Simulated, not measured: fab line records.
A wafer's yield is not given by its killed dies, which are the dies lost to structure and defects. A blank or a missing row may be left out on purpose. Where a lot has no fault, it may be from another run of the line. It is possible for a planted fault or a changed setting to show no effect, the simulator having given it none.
Chamber matching -- flow n5Finfet -- 4 sister chambers for N5_HKMG_FIN_PWFM_ALD_03 on aldMetal-02
The step deposits TiN, target thk 2 nm, pulse time 1 s, purge time 3 s. 8 wafers are shown with their chamber, then 9 later ones without.

== WAFERS PAIRED WITH THEIR CHAMBERS ==
wafer,chamber,heaterPowerW (W),precursorPulseHeightRel
L077.4,2,956,0.970
L077.6,3,700,1.005
L078.6,1,769,0.989
L079.2,3,706,0.992
L079.3,1,752,1.025
L081.1,2,931,0.977
L081.4,0,822,0.991
L081.6,0,830,0.972

== WAFERS WITH NO CHAMBER GIVEN ==
wafer,heaterPowerW (W),precursorPulseHeightRel
L083.3,947,1.000
L083.4,716,0.991
L083.5,941,0.995
L087.1,755,1.003
L087.5,756,0.991
L087.6,819,0.968
L093.1,822,0.994
L093.2,930,0.988
L093.5,723,0.978

== CHAMBER TAKEN BY EACH ==
wafer,from the rows above,in truth
L083.3,2,2
L083.4,3,3
L083.5,2,2
L087.1,1,1
L087.5,1,1
L087.6,0,0
L093.1,0,0
L093.2,2,2
L093.5,can't be placed: 3 or 1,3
Correct placement for 8 of the 9. Unplaceable from these rows: 1, with the true chamber sitting among the candidates in 1. Number placed wrongly: 0.
How it was worked out, from the rows above alone: a wafer's distance from a chamber is the root of the sum, over the readings, of the square of ((its reading less the chamber's mean) divided by the reading's scatter). If the next closest chamber is less than 2 further off than the closest, the wafer can't be placed; otherwise it belongs to the closest. The mean given for a chamber averages the wafers shown for that chamber. The scatter: take each reading less its chamber's mean, square it, sum over the shown wafers, divide by the number of wafers less the number of chambers, and take the root.
